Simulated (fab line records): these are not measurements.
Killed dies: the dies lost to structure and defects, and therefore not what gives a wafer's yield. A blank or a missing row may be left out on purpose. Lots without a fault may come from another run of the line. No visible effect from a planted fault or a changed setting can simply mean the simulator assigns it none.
Which tool did it? | flow n5Finfet | 27 wafers sampled from 9 lots at 1 step of a route of 1938

## WHAT EACH GAUGE READ, for each wafer
N5_DUMMY_GATE_CD_MEAS_15: target cd 25.8 nm.
lot  | measured    | on       | cdNm (nm)
L355 | day 3 11:31 | cdSem-02 | 25.33 25.43 25.07
L356 | day 3 20:50 | cdSem-01 | 24.80 24.96 24.90
L358 | day 4 04:38 | cdSem-02 | 25.00 25.09 25.28
L359 | day 4 11:47 | cdSem-03 | 25.26 24.88 24.92
L360 | day 4 16:22 | cdSem-01 | 25.01 25.30 25.14
L362 | day 5 04:54 | cdSem-03 | 24.74 25.07 25.06
L373 | day 8 05:10 | cdSem-03 | 24.99 24.94 25.08
L374 | day 8 07:54 | cdSem-01 | 25.26 25.42 25.16
L375 | day 8 12:56 | cdSem-03 | 24.53 25.09 25.29

## WHICH TOOL RAN EACH LOT (tool, then ch and the chambers of the sampled wafers, then the start)
Record: no process step prior to these readings.

## THE ANSWER, worked out from the rows above alone
Rule: usual is defined by the lots themselves. The widest of any qualifying gaps counts: lots, ordered by their means at a reading, are off when they make up no more than a third of the lots, leave a main group of 4 or more, and stand apart from it by 3 or more times the standard deviation of that group's means. A main group whose means are all the same, to the digits that the tables above print for the reading, isn't used. Also off: a lot with no number at a reading for which 4 or more lots have one. Any other lot the step has rows for is counted as sound.
Across all readings shown, no lot is off: no conclusion can be drawn from this.

## WHAT THE SIMULATOR PUT IN
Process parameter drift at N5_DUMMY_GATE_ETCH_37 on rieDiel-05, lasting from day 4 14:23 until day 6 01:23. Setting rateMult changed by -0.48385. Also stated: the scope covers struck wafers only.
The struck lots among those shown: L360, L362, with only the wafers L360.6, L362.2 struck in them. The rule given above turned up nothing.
